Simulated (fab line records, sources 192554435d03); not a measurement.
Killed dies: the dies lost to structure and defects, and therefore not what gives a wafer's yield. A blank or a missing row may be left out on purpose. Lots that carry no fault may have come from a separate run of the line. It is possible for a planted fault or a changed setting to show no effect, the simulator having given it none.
Matching of chambers ; flow n5Finfet ; rieDiel-05 running N5_BEOL_M4_VIA_ETCH_34: 4 sister chambers
The step etches the open film in C4F6/O2, target depth 69.4 nm, time 65.9 s. 4 wafers are shown with their chamber, then 7 later ones without.

EACH WAFER AND ITS CHAMBER
wafer;chamber;throttleValvePct (%)
L078.6;0;30.60
L083.5;1;30.46
L086.3;2;30.80
L086.4;3;31.17

WAFERS WITHOUT THEIR CHAMBER
wafer;throttleValvePct (%)
L086.5;31.17
L090.1;30.48
L090.2;31.16
L090.6;30.80
L094.1;30.41
L094.5;30.95
L094.6;30.81

WHICH CHAMBER EACH WENT THROUGH
wafer;from the rows above;in truth
L086.5;3;3
L090.1;can't be placed: 1 or 0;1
L090.2;3;3
L090.6;2;2
L094.1;1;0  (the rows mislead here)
L094.5;can't be placed: 2 or 3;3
L094.6;2;2
Placed correctly: 4 of 7. Not placeable from these rows: 2 (in 2, the candidates include the true chamber). Number placed wrongly: 1.
How it was worked out, from the rows above alone: a wafer's distance from a chamber is the root of the sum, over the readings, of the square of ((its reading less the chamber's mean) divided by the reading's scatter). If the next closest chamber is less than 2 further off than the closest, the wafer can't be placed; otherwise it belongs to the closest. For every chamber, the mean is computed from those of its wafers that are shown. The scatter (one wafer shown for each chamber): square how far every hidden wafer sits from the nearest shown wafer, average those squares and take the square root.
